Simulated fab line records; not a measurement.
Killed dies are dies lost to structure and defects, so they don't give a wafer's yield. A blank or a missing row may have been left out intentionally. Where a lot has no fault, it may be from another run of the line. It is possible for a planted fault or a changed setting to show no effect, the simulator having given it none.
fab line records + flow n5-finfet
record:
- lots: 5
- wafers: 12
- last-day: 18
route steps=1938 shown BEOL_M1@829 BEOL_M2@841 BEOL_M4@1111 PASSIVATION@1936
lots that met no fault: from a run of the same line without faults
start-h: the number of hours between the record's first day and the start of the first shown wafer of the lot + wait-h: hours elapsed since this lot's preceding step + " the same as in the row above + L1.1+2: one row covering several wafers at once + - no value, or no start given + * or withheld: withheld + < > ~ a bound
route shown NAME@n: a module of which the file shows steps, and the number in the route of the first + usual: mean/standard deviation taken from wafers without a fault + same: alike in all rows + chamber/n: place in a boat + sites: each site's reading + _std_site: the values' standard deviation + _edge_site: mean of outer sites minus mean of inner sites + radius-mm: how far each site lies from the wafer's centre + mask NAME#n: copy n + behind: tool/chamber where the wafer was last shaped + hold: reason for holding the lot/hours on hold/outcome of the hold + device: transistor that didn't switch, given as n, p or np + end of line: at the end of the route, the tests of the same wafers + where a step has no rows: the recipe by itself + killed: the dies lost at the first sort to structure and to defects; this is not the yield of the wafer + map: a wafer's dies, x killed, . not, _ none there
set.NAME: the run value of the setting; set.NAME@STEP: its run value at that earlier step + model.NAME: the simulator's own value behind a step, which no gauge read
a table for each step, a row for each wafer; lots at some steps of the route
services: when a tool's chamber went out of use (start-h, in hours from the record's first day, below 0 if earlier), for how many hours, and the reason
== steps ==
step: N5_BEOL_M1_ANNEAL_95
recipe:
- temp-c: 400
- time-s: 240
- ambient: vacuum
step: N5_BEOL_M1_SPUTTER_96
recipe:
- material: Cu
- target-thk-a: 45
- temp-c: -20
- chamber-pressure-pa: 0.07
- power-w: withheld
- time-s: 8.29
step: N5_BEOL_M1_ECD_50
recipe:
- material: Cu
- target-thk-a: 3000
step: N5_BEOL_M1_ANNEAL_51
recipe:
- temp-c: 225
- time-s: 90
- ambient: N2
step: N5_BEOL_M1_CMP_52
recipe:
- stop-on: SiOC
- t-overpolish-s: 6.8
- down-force-psi: 1
- platen-rpm: 50
- clearing-platen-down-force-psi: 1.5
- clearing-platen-rpm: 50
- post-cmp-clean: cu-alkaline
- target-thk-nm: 40
- clearing-platen-pad-velocity-m-s: 0.99484
- pad-velocity-m-s: 0.99484
step: N5_BEOL_M1_PRE_CLEAN_60
recipe:
- gas: NH3/H2
- time-s: 15
- temp-c: *
- rf-power-w: 300
step: N5_BEOL_M1_CO_CAP_55
recipe:
- material: Co
- target-thk-a: 20
- temp-c: 200
- precursor: CCTBA/H2
- pressure-torr: 30
- time-s: 102.1
step: N5_BEOL_M1_PRE_CLEAN_56
recipe:
- gas: NH3
- time-s: 15
- temp-c: withheld
- rf-power-w: 300
step: N5_BEOL_M1_DEP_57
recipe:
- material: SiCN
- target-thk-a: 80
- temp-c: withheld
- precursor: 3MS/NH3
- pressure-torr: 3
- rf-w: 202
- time-s: 14
step: N5_BEOL_M2_ILD_DEP_00
recipe:
- material: SiOC
- target-thk-a: 790
- temp-c: 350
- precursor: DEMS/O2
- pressure-torr: 5
- rf-w: 500
- time-s: 15.3
usual:
- heater-power-w: 468/77
- showerhead-plenum-p-Torr: 5.691/0.014
- throttle-valve-pct: 11.9/0.63
| lot.wafer | tool     | chamber | start-h | wait-h | heater-power-w | showerhead-plenum-p-Torr | throttle-valve-pct | model.SiOC_of_BEOL_M2_ILD_DEP_00.thk-nm |
|-----------|----------|---------|---------|--------|----------------|--------------------------|--------------------|-----------------------------------------|
| L208.1    | pecvd-01 | 1       | 166.81  | 0.0    | 609            | 5.681                    | 12.1               | 76.6                                    |
| L208.3    | "        | 2       | "       | "      | 486            | 5.712                    | 11.6               | 78.4                                    |
| L208.6    | "        | 1       | "       | "      | 633            | 5.679                    | 11.7               | 77.2                                    |
| L217.2    | pecvd-01 | 1       | 216.82  | 0.0    | 585            | 5.694                    | 11.9               | 105.8                                   |
| L217.3    | "        | 0       | "       | "      | 458            | 5.677                    | 11.7               | 77                                      |
| L218.2    | pecvd-01 | 0       | 224.06  | 0.0    | 482            | 5.700                    | 11.6               | 105                                     |
| L218.4    | "        | 1       | "       | "      | 618            | 5.679                    | 12.0               | 106.4                                   |
| L221.4    | pecvd-01 | 1       | 234.85  | 0.1    | 608            | 5.677                    | 12.2               | 107                                     |
| L221.6    | "        | 2       | "       | "      | 445            | 5.718                    | 11.5               | 81.4                                    |
| L225.1    | pecvd-03 | 2       | 279.19  | 0.0    | 444            | 5.679                    | 10.7               | 79.2                                    |
| L225.2    | "        | 0       | "       | "      | 333            | 5.702                    | 11.5               | 77.2                                    |
| L225.4    | "        | 0       | "       | "      | 327            | 5.711                    | 11.6               | 78.4                                    |
step: N5_BEOL_M2_THK_MEAS_01
recipe:
- reads: SiOC_of_BEOL_M2_ILD_DEP_00
usual:
- M2_ILD_THK: 78.6/1.1
| lot.wafer | tool          | chamber | start-h | wait-h | M2_ILD_THK[nm] |
|-----------|---------------|---------|---------|--------|----------------|
| L208.1    | film-metro-01 | -       | 166.88  | 0.1    | 76.4           |
| L208.3    | "             | -       | "       | "      | 78.5           |
| L208.6    | "             | -       | "       | "      | 77.2           |
| L217.2    | film-metro-01 | -       | 216.89  | 0.1    | 105.9          |
| L217.3    | "             | -       | "       | "      | 77.0           |
| L218.2    | film-metro-02 | -       | 224.13  | 0.1    | 105.0          |
| L218.4    | "             | -       | "       | "      | 106.2          |
| L221.4    | film-metro-01 | -       | 234.90  | 0.0    | 107.0          |
| L221.6    | "             | -       | "       | "      | 81.4           |
| L225.1    | film-metro-01 | -       | 279.26  | 0.0    | 79.1           |
| L225.2    | "             | -       | "       | "      | 77.1           |
| L225.4    | "             | -       | "       | "      | 78.3           |
step: N5_BEOL_M2_PECVD_72
recipe:
- material: SiO2
- target-thk-a: 160
- temp-c: 400
- precursor: TEOS/O2
- pressure-torr: 5.5
- rf-w: 450
- teos-flow-sccm: 53.8
- gas: O2
- flow-sccm: 3000
- time-s: 18
step: N5_BEOL_M2_HM_DEP_02
recipe:
- material: TiN
- target-thk-a: 200
- temp-c: 25
- chamber-pressure-pa: 0.49996
step: N5_BEOL_M2_COAT_61
recipe:
- resist: SOC
- temp-c: 250
- time-s: 60
- spin-rpm: 1500
- resist-thk-nm: 60
step: N5_BEOL_M2_COAT_62
recipe:
- resist: SiARC
- temp-c: 220
- time-s: 60
- spin-rpm: 1500
- resist-thk-nm: 12
step: N5_BEOL_M2_COAT_73
recipe:
- resist: underlayer
- temp-c: 205
- time-s: 60
- spin-rpm: 1500
- resist-thk-nm: 5
step: N5_BEOL_M2_COAT_05
recipe:
- resist: CAR-EUV
- spin-rpm: 1500
- resist-thk-nm: 30
step: N5_BEOL_M2_EBR_07
recipe:
- solvent: PGMEA
- ebr-width-mm: 1.5
step: N5_BEOL_M2_SOFTBAKE_06
recipe:
- temp-c: 110
- time-s: 60
- resist: CAR-EUV
step: N5_BEOL_M2_EXPOSE_08
recipe:
- mask-id: M2
- na: 0.33
- source-shape: dipole
- sigma-inner: 0.369
- sigma-outer: 0.767
- polarization: unpolarized
- dose-mj: 41.25
step: N5_BEOL_M2_PEB_09
recipe:
- peb-temp-c: 100
- peb-time-s: 60
- resist: CAR-EUV
step: N5_BEOL_M2_DEVELOP_10
recipe:
- develop-time-s: 30
- developer: TMAH
- resist: CAR-EUV
- rinse-liquid: surfactant-rinse
- dry: air-spin
- dev-temp-c: 23
step: N5_BEOL_M2_DESCUM_16
recipe:
- chemistry: O2
- time-s: 7
- source-power-w: 50
- bias-power-w: 20
- pressure-mtorr: 20
- rf-frequency-hz: 2.712e+07
- temp-c: 40
- resist: CAR-EUV
- o2-flow-sccm: 225
step: N5_BEOL_M2_ETCH_74
recipe:
- chemistry: N2/H2
- target: underlayer
- target-depth-a: 65
- mask-material: CAR-EUV
- time-s: 5.2
- ion-energy-ev: 200
- pressure-mtorr: 30
- source-w: 840
- bias-w: 150
- n2-flow-sccm: 200
- h2-flow-sccm: 200
- ends: cleared
step: N5_BEOL_M2_ETCH_63
recipe:
- chemistry: CF4
- target: SiARC
- target-depth-a: 156
- mask-material: CAR-EUV
- time-s: 26
- ion-energy-ev: 80
- pressure-mtorr: 40
- source-w: 545
- bias-w: 36
- Ar_flow_sccm: 100
- cf4-flow-sccm: 100
- ends: cleared
step: N5_BEOL_M2_ETCH_64
recipe:
- chemistry: N2/H2
- target: SOC
- target-depth-a: 750
- overetch-a: 225
- mask-material: SiARC
- temp-c: 40
- time-s: 121.9
- ion-energy-ev: 200
- pressure-mtorr: 30
- source-w: 840
- bias-w: 150
- n2-flow-sccm: 200
- h2-flow-sccm: 200
step: N5_BEOL_M2_STRIP_65
recipe:
- chemistry: N2/H2
- temp-c: 40
- n2-flow-sccm: 200
- h2-flow-sccm: 200
- rf-frequency-hz: 6e+07
step: N5_BEOL_M2_STRIP_75
recipe:
- chemistry: N2/H2
- temp-c: 40
- n2-flow-sccm: 200
- h2-flow-sccm: 200
- rf-frequency-hz: 6e+07
step: N5_BEOL_M2_STRIP_66
recipe:
- chemistry: CF4
- resist: SiARC
- power-w: 300
- bias-power-w: 75
- pressure-mtorr: 50
- cf4-flow-sccm: 150
- rf-frequency-hz: 6e+07
step: N5_BEOL_M2_HM_OPEN_17
recipe:
- chemistry: Cl2/BCl3
- target-depth-a: 200
- overetch-a: 60
- target: TiN
- mask-material: SOC
- ion-energy-ev: 150
- pressure-mtorr: 10
- icp-w: 1000
- bias-w: 126
- Cl2_flow_sccm: 53.25
- bcl3-flow-sccm: 21.75
- Ar_flow_sccm: 25
step: N5_BEOL_M2_STRIP_19
recipe:
- chemistry: O2
- power-w: 400
- temp-c: 40
- pressure-mtorr: 30
- rf-frequency-hz: 6e+07
- bias-power-w: 0
- overash-fraction: 0.2
- o2-flow-sccm: 225
step: N5_BEOL_M2_COAT_67
recipe:
- resist: SOC
- temp-c: 250
- time-s: 60
- spin-rpm: 1500
- resist-thk-nm: 60
step: N5_BEOL_M2_COAT_68
recipe:
- resist: SiARC
- temp-c: 220
- time-s: 60
- spin-rpm: 1500
- resist-thk-nm: 12
step: N5_BEOL_M2_COAT_76
recipe:
- resist: underlayer
- temp-c: 205
- time-s: 60
- spin-rpm: 1500
- resist-thk-nm: 5
step: N5_BEOL_M2_COAT_22
recipe:
- resist: CAR-EUV
- spin-rpm: 1500
- resist-thk-nm: 30
step: N5_BEOL_M2_CMP_52
recipe:
- stop-on: SiOC
- t-overpolish-s: 6.8
- down-force-psi: 1
- platen-rpm: 50
- clearing-platen-down-force-psi: 1.5
- clearing-platen-rpm: 50
- post-cmp-clean: cu-alkaline
- target-thk-nm: 40
- clearing-platen-pad-velocity-m-s: 0.99484
- pad-velocity-m-s: 0.99484
usual:
- motor-current-A: 5.7/0.59
| lot.wafer | tool   | chamber | start-h | wait-h | motor-current-A | model.SiOC_of_BEOL_M2_ILD_DEP_00.thk-nm |
|-----------|--------|---------|---------|--------|-----------------|-----------------------------------------|
| L208.3    | cmp-01 | 0       | 190.21  | 0.2    | 6.5             | 75.4                                    |
| L208.1    | "      | 2       | "       | "      | 6.2             | 73.6                                    |
| L208.6    | "      | 0       | "       | "      | 6.3             | 74.2                                    |
| L217.3    | cmp-03 | 0       | 232.22  | 0.2    | 5.1             | 74                                      |
| L217.2    | "      | 1       | "       | "      | 5.4             | 102.8                                   |
| L218.4    | cmp-01 | 3       | 237.42  | 0.2    | 4.8             | 103.4                                   |
| L218.2    | "      | 0       | "       | "      | 6.4             | 102                                     |
| L221.4    | cmp-03 | 2       | 251.84  | 0.2    | 5.7             | 104                                     |
| L221.6    | "      | 0       | "       | "      | 5.1             | 78.4                                    |
| L225.1    | cmp-01 | 2       | 292.34  | 0.3    | 6.4             | 76.2                                    |
| L225.2    | "      | 0       | "       | "      | 6.4             | 74.2                                    |
| L225.4    | "      | 1       | "       | "      | 5.1             | 75.4                                    |
step: N5_BEOL_M4_RC_MEAS_101
usual:
- DIBL_N: 36.4/2.7
- DIBL_P: 36/3.2
- IOFF_N: 0.16/0.046
- IOFF_P: 0.21/0.055
- ION_N: 677/15
- ION_P: 464/11
- SS_N: 71.5/0.79
- SS_P: 73.3/0.93
- VT_N: 250/4.1
- VT_P: -251/4.4
| lot.wafer | tool      | chamber | start-h | wait-h | DIBL_N[mV/V] | DIBL_P[mV/V] | IOFF_N[nA/um] | IOFF_P[nA/um] | ION_N[uA/um] | ION_P[uA/um] | SS_N[mV/dec] | SS_P[mV/dec] | VT_N[mV] | VT_P[mV] |
|-----------|-----------|---------|---------|--------|--------------|--------------|---------------|---------------|--------------|--------------|--------------|--------------|----------|----------|
| L208.1    | prober-02 | 0       | 216.76  | 0.0    | 36.4         | 35           | 0.16          | 0.16          | 673          | 454          | 71.5         | 73.0         | 251      | -253     |
| L208.3    | "         | 0       | "       | "      | 36.5         | 36           | 0.17          | 0.19          | 696          | 478          | 72.0         | 73.5         | 248      | -254     |
| L208.6    | "         | 0       | "       | "      | 38.9         | 39           | 0.19          | 0.23          | 671          | 459          | 73.0         | 73.8         | 248      | -250     |
| L217.3    | prober-02 | 0       | 257.71  | 0.3    | 38.2         | 38           | 0.22          | 0.24          | 673          | 454          | 72.6         | 74.0         | 245      | -249     |
| L221.6    | prober-02 | 0       | 287.36  | 0.8    | 36.8         | 38           | 0.14          | 0.16          | 671          | 449          | 72.4         | 72.8         | 254      | -257     |
| L225.1    | prober-02 | 0       | 319.05  | 0.0    | 37.4         | 36           | 0.16          | 0.21          | 681          | 465          | 70.7         | 73.3         | 248      | -250     |
| L225.2    | "         | 0       | "       | "      | 36.8         | 36           | 0.15          | 0.19          | 670          | 456          | 70.8         | 73.2         | 250      | -254     |
| L225.4    | "         | 0       | "       | "      | 37.1         | 36           | 0.17          | 0.20          | 697          | 477          | 70.7         | 72.9         | 248      | -253     |
step: N5_PASSIVATION_PROBE_49
usual:
- defect-limited-yield: 91.1/1.4
- killed_at_M0_to_M3: 34/9.7
- killed_at_M4_up: 13/5.1
- killed-at-contacts: 14/6.3
- killed-at-front-end: 40/11
- killed-at-other: 3.5/2.7
- killed-dies: 105/16
- killed-on-rim: 13/4.1
- killed-open: 70/12
- killed-short: 34/7.8
- sort_bin_5_function: 5.2/0.88
- sort_bin_6_memory: 3.3/0.7
- sort-n-pass: 1074/17
- sort-yield-pct: 91.0/1.5
same:
- gross-dies: 1180
- killed-at-back-side: 0
- sort_bin_4_leakage[%]: 0
- sort_bin_8_speed[%]: 0
| lot.wafer | tool      | chamber | start-h | wait-h | defect-limited-yield[%] | killed_at_M0_to_M3 | killed_at_M4_up | killed-at-contacts | killed-at-front-end | killed-at-other | killed-dies | killed-on-rim | killed-open | killed-short | sort_bin_5_function[%] | sort_bin_6_memory[%] | sort-n-pass | sort-yield-pct[%] |
|-----------|-----------|---------|---------|--------|-------------------------|--------------------|-----------------|--------------------|---------------------|-----------------|-------------|---------------|-------------|--------------|------------------------|----------------------|-------------|-------------------|
| L217.2    | prober-02 | -       | 368.75  | 0.1    | 12.1                    | 974                | 9               | 13                 | 41                  | 0               | 1037        | 55            | 66          | 25           | 85.3                   | 2.5                  | 143         | 12.1              |
| L217.3    | prober-02 | -       | 368.80  | 0.1    | 90.4                    | 40                 | 16              | 12                 | 42                  | 3               | 113         | 16            | 81          | 30           | 6.2                    | 3.3                  | 1067        | 90.4              |
| L218.2    | prober-02 | -       | 377.93  | 0.1    | 10.8                    | 983                | 16              | 6                  | 48                  | 0               | 1053        | 61            | 81          | 31           | 85.0                   | 3.9                  | 127         | 10.8              |
| L218.4    | prober-02 | -       | 378.03  | 0.2    | 10.2                    | 980                | 10              | 14                 | 54                  | 2               | 1060        | 72            | 107         | 41           | 85.1                   | 4.3                  | 120         | 10.2              |
| L221.4    | prober-01 | -       | 388.14  | 0.2    | 12.3                    | 975                | 6               | 12                 | 37                  | 5               | 1035        | 59            | 56          | 32           | 83.6                   | 3.9                  | 145         | 12.3              |
killed by level:class
L217.2 BEOL_M2:area-dep=945 FIN_SAQP:geometric-particle:open=15 FIN_SAQP:geometric-particle:short=11 MOL_CONTACT_COAG:geometric-particle:open=11 BEOL_M2:geometric-particle:open=8 BEOL_M3:geometric-particle:open=7 STI_FIN_REVEAL:geometric-particle:open=5 BEOL_M0_SAQP:geometric-particle:short=4
L217.3 BEOL_M2:geometric-particle:open=15 FIN_SAQP:geometric-particle:open=12 STI_FIN_REVEAL:geometric-particle:open=12 BEOL_M3:geometric-particle:open=9 MOL_CONTACT_COAG:geometric-particle:open=9 FIN_SAQP:geometric-particle:short=8 GATE_CUT:geometric-particle:short=4 BEOL_M0_SAQP:geometric-particle:open=4
L218.2 BEOL_M2:area-dep=939 FIN_SAQP:geometric-particle:open=22 BEOL_M0_SAQP:geometric-particle:open=17 BEOL_M0_SAQP:geometric-particle:short=11 BEOL_M3:geometric-particle:open=9 STI_FIN_REVEAL:geometric-particle:open=7 BEOL_M4:geometric-particle:open=7 DUMMY_GATE:geometric-particle:open=5
L218.4 BEOL_M2:area-dep=912 STI_FIN_REVEAL:geometric-particle:open=29 BEOL_M0_SAQP:geometric-particle:open=22 BEOL_M0_SAQP:geometric-particle:short=15 BEOL_M3:geometric-particle:open=14 MOL_CONTACT_COAG:geometric-particle:open=11 BEOL_M2:geometric-particle:open=6 FIN_SAQP:geometric-particle:short=5
L221.4 BEOL_M2:area-dep=945 MOL_CONTACT_COAG:geometric-particle:open=12 FIN_SAQP:geometric-particle:short=8 GATE_CUT:geometric-particle:short=6 BEOL_M0_SAQP:geometric-particle:open=6 BEOL_M1:geometric-particle:open=6 STI_FIN_REVEAL:geometric-particle:open=5 BEOL_M0_SAQP:geometric-particle:short=5
map L217.2 (x killed, . not)
_________________.xx...x.x..x________________
______________...xxx.x..x.xxxxxx_____________
___________.xxxxx.xxxxxxxxxxxxx....__________
__________..xxxxxxxxxxxxxxxxxxxxxxxx_________
________..xxxxxxxxxxxxxxxxxxxxxxxxxx.._______
_______.xxxxxxxxxxxxxxxxxxxxxxxxx..xxxx______
______xxxxxxxxxxxxxxxxxxxxxxxxxxxxx.x.x._____
_____xx.xxxxxxxxxxxxxxxxxxxxxxxxxxxxxxxx.____
____..xxxxxxxxxxxxxxxxxxxxxxxxxxxxxx.xx...___
___...xxxxxxxxxxxxxxxxxxxxxxxxxxxxxxxx..x..__
___.xxxxxxxxxxxxxxxxxxxxxxxxxxxxxxxxxxxxxxx__
__.xxxxxxxxxxxxxxxxxxxxxxxxxxxxxxxxxxxxxxx.x_
__..x.xxxxxxxxxxxxxxxxxxxxxxxxxxxxxxxxxxxx.._
_..xxxxxxxxxxxxxxxxxxxxxxxxxxxxxxxxxxxxxxxx..
_..xxxxxxxxxxxxxxxxxxxxxxxxxxxxxxxxxxxxxxxx..
_..xxxxxxxxxxxxxxxxxxxxxxxxxxxxxxxxxxxxxxxx..
_..xxxxxxxxxxxxxxxxxxxxxxxxxxxxxxxxxxxxxx.xx.
_..xxxxxxxxxxxxxxxxxxxxxxxxxxxxxxxxxxxxxxxx..
_.xxxxxxxxxxxxxxxxxxxxxxxxxxxxxxxxxxxxxxxxx..
_..xxxxxxxxxxxxxxxxxxxxxxxxxxxxxxxxxxxxxxxxx.
_...xxxxxxxxxxxxxxxxxxxxxxxxxxxxxxxxxxxxxxx..
__..xxxxxxxxxxxxxxxxxxxxxxxxxxxxxxxxxxxxxx.._
__.xx.xxxxxxxxxxxxxxxxxxxxxxxxxxxxxxxxxxxx.._
___.xxxxxxxxxxxxxxxxxxxxxxxxxxxxxxxxxxxx.x.__
___xxxxxxxxxxxxxxxxxxxxxxxxxxxxxxxxxxxxxxx.__
____x.xxxxxxxxxxxxxxxxxxxxxxxxxxxxxxxxx...___
_____...xxxxxxxxxxxxxxxxxxxxxxxxxxxxx.x..____
______x.xxxxxxxxxxxxxxxxxxxxxxxxxxxx.xx._____
_______x..xxxxxxxxxxxxxxxxxxxxxx.xxxxx.______
________.xxxxxxxxxxxxxxxxxxxxxxxxxx.x._______
__________x.xxx.xxxxxxxxxxxxxxxxxx.._________
___________..xxxxxxxx.xxxxxxxx..xx.__________
______________xx..xxxx.x.x...x.._____________
_________________xx.x.xx..x..________________
map L218.4 (x killed, . not)
_________________xxx.x.x..xxx________________
______________x..xx..xxxxxx.xxx._____________
___________.x..x.xxxxxxxxx..x..x...__________
__________..xx...xxxxxxxxxxxxxxxxxxx_________
________.xx.xxxxxxxxxxxxxxxxxxxxx.xx.._______
_______x..xxxxxxxxxxxxxxxxxxxxxxxxxxxxx______
______.x.xxxxxxxxxxxxxxxxxxxxxxxxxxxxx.._____
_____...xxxxxxxxxxxxxxxxxxxxxxxxxxxxxxxx.____
____.x.xxxxxxxxxxxxxxxxxxxxxxxxxxxxxxxxxxx___
___.xxx.xxxxxxxxxxxxxxxxxxxxxxxxxxxxxxxxxx.__
___.xxxxxxxxxxxxxxxxxxxxxxxxxxxxxxxxxxxxxxx__
__x.xxxxxxxxxxxxxxxxxxxxxxxxxxxxxxxxxxxxxxx._
__x.xxxxxxxxxxxxxxxxxxxxxxxxxxxxxxxxxxxxxx.._
_..xxxxxxxxxxxxxxxxxxxxxxxxxxxxxxxxxxxxxxxx..
_xxxxxxxxxxxxxxxxxxxxxxxxxxxxxxxxxxxxxxxxxx..
_.xxxxxxxxxxxxxxxxxxxxxxxxxxxxxxxxxxxxx.xxx..
_xxxxxxxxxxxxxxxxxxxxxxxxxxxxxxxxxxxxxxxxxxx.
_.xxxxxxxxxxxxxxxxxxxxxxxxxxxxxxxxxxxxxxxxxxx
_..xxxxxxxxxxxxxxxxxxxxxxxxxxxxxxxxxxxxxxxx..
_xxxxxxxxxxxxxxxxxxxxxxxxxxxxxxxxxxxxxxxxxxxx
_xxx.xxxxxxxxxxxxxxxxxxxxxxxxxxxxxxxxxxxxxx.x
__..xxxxxxxxxxxxxxxxxxxxxxxxxxxxxxxxxxxxxxxx_
__...xxxxxxxxxxxxxxxxxxxxxxxxxxxxxxxxxxxxx.._
___xx.xxxxxxxxxxxxxxxxxxxxxxxxxxxxxxxxxxx..__
___..xxxxxxxxxxxxxxxxxxxxxxxxxxxxxxxxxxx..x__
____x.xx.xxxxxxxxxxxxxxxxxxxxxxxxxxxxxxxxx___
_____.xxxxxxxxxxxxxxxxxxxxxxxxxxxxxxx..x.____
______.xxxxxxxxxxxxxxxxxxxxxxxxxxxxxxxxx_____
_______.xxxxxxxxxxxxxxxxxxxxxxxxxxxxx..______
________.xxxx.xxxxxxxxxxxxxxxxxxxxxx.x_______
__________.xxxxxxxxxxxxxxxxxxxxxx.xx_________
___________xx..xxxxxxxxxxxxx.xxxxx.__________
______________..x..xx.xxxxx..x.x_____________
_________________.....x..xx..________________
== services ==
| tool     | chamber | start-h | hours | kind                           |
|----------|---------|---------|-------|--------------------------------|
| cmp-03   | -       | 161.57  | 1.2   | repair                         |
| cmp-01   | -       | 165.58  | 2.2   | repair                         |
| cmp-01   | -       | 180.99  | 0.5   | repair                         |
| pecvd-03 | -       | 183.37  | 1.1   | repair                         |
| pecvd-01 | 2       | 189.61  | 5.5   | scheduled-down                 |
| cmp-01   | -       | 191.15  | 4.0   | pm                             |
| cmp-01   | -       | 195.15  | -     | consumable-replace:conditioner |
| cmp-01   | -       | 195.15  | -     | consumable-replace:pad         |
| pecvd-03 | 2       | 202.38  | -     | clean                          |
| pecvd-03 | 2       | 202.38  | -     | consumable-replace:showerhead  |
| pecvd-03 | 2       | 202.38  | 29.0  | scheduled-down                 |
| pecvd-03 | 2       | 202.38  | 29.0  | vent-cycle                     |
| pecvd-01 | -       | 224.41  | 0.5   | repair                         |
| pecvd-03 | 0       | 225.32  | 16.5  | scheduled-down                 |
| cmp-03   | -       | 236.80  | 5.6   | repair                         |
| pecvd-01 | 1       | 254.45  | 48.9  | repair                         |
| pecvd-03 | 2       | 264.01  | 2.1   | scheduled-down                 |
| pecvd-01 | 2       | 264.95  | 6.6   | repair                         |
| cmp-01   | -       | 283.72  | 1.5   | repair                         |
== key ==
first-sign:
- step: N5_BEOL_M2_THK_MEAS_01
- reading: M2_ILD_THK
- direction: up
- sigmas: 24
- usual: 78.6
- struck: 106.0
effect:
- step: N5_PASSIVATION_PROBE_49
- reading: killed_at_M0_to_M3
- direction: up
- sigmas: 97
- usual: 34
- struck: 978
model-effect:
- step: N5_BEOL_M2_ILD_DEP_00
- value: SiOC_of_BEOL_M2_ILD_DEP_00.thk-nm
- without: 77.6
- struck: 106.1
model-effect:
- step: N5_BEOL_M2_CMP_52
- value: SiOC_of_BEOL_M2_ILD_DEP_00.thk-nm
- without: 74.6
- struck: 103.1
more-kills-born-at:
- N5_BEOL_M2_ILD_DEP_00@pecvd-01: 3741
met-at N5_BEOL_M2_ILD_DEP_00
struck-wafers L217.2,L218.2,L218.4,L221.4
later-rows-left-out L217.2,L218.2,L218.4,L221.4
onset-between 166.81 216.82
fault:
- kind: process-parameter-drift
- tool: pecvd-01
- chamber: -
- onset-h: 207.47
- steps: N5_BEOL_M2_ILD_DEP_00
- channel: target-thk-a
- offset: *
- shape: step
- end-h: 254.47
- scope: struck-wafers-only
- acts-in: *
- stated: *
later-rows-left-out: the simulator's readings of these wafers behind a module that went badly wrong aren't trusted and aren't shown, but for the sort
